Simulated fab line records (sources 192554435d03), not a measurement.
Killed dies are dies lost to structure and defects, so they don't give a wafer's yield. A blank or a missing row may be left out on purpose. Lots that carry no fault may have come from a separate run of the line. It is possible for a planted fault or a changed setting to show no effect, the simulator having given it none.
Matching of chambers ; flow n5-finfet ; N5_BEOL_M8_PECVD_70 on pecvd-03: 3 sister chambers
The step deposits SiO2 from TEOS/O2, target thk 20 nm, time 22.7 s. 14 wafers are shown with their chamber, then 7 later ones without.

EACH WAFER AND ITS CHAMBER
wafer;chamber;throttle-valve-pct (%);showerhead-plenum-p-Torr (Torr);heater-power-w (W)
L077.2;0;22.1;8.73;766
L077.3;1;22.7;8.70;733
L077.6;1;22.6;8.69;715
L081.3;2;20.9;8.80;673
L081.4;2;20.8;8.80;654
L081.6;1;22.3;8.70;738
L084.3;1;22.5;8.70;783
L084.4;2;20.8;8.81;662
L084.6;1;22.6;8.70;786
L089.2;2;21.1;8.80;650
L089.4;2;20.9;8.77;693
L089.5;0;22.0;8.73;780
L093.2;0;22.1;8.73;705
L093.4;2;21.0;8.78;710

SIGNATURES (means of the wafers above)
reading;chamber 0;chamber 1;chamber 2;scatter within a chamber
throttle-valve-pct;22.067;22.540;20.917;0.123
showerhead-plenum-p-Torr;8.7300;8.6980;8.7933;0.0105
heater-power-w;750.33;751.00;673.67;30.1
Rule: for each reading, subtract the chamber's mean from the wafer's reading, divide by that reading's scatter and square the result; add these up over the readings and take the root, which gives the wafer's distance from the chamber. The wafer belongs to the nearest chamber; if the next one is less than 2 further off, it can't be placed. The scatter is the square root of a quotient: the sum, over the shown wafers, of each reading's squared deviation from its chamber's mean, divided by wafers minus chambers.

WAFERS WITHOUT THEIR CHAMBER
wafer;throttle-valve-pct (%);showerhead-plenum-p-Torr (Torr);heater-power-w (W)
L093.6;21.9;8.73;710
L092.1;22.6;8.73;710
L092.2;21.0;8.80;705
L092.3;21.8;8.72;811
L095.1;22.4;8.68;651
L095.3;21.1;8.81;693
L095.6;22.4;8.67;663

EACH ONE'S CHAMBER
wafer;from the rows above;in truth
L093.6;0;0
L092.1;can't be placed: 1 or 0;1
L092.2;2;2
L092.3;0;0
L095.1;1;1
L095.3;2;2
L095.6;1;1
6 of 7 placed correctly. Cannot be placed on the basis of these rows: 1; the candidates contain the true chamber in 1. Placed wrongly: 0.
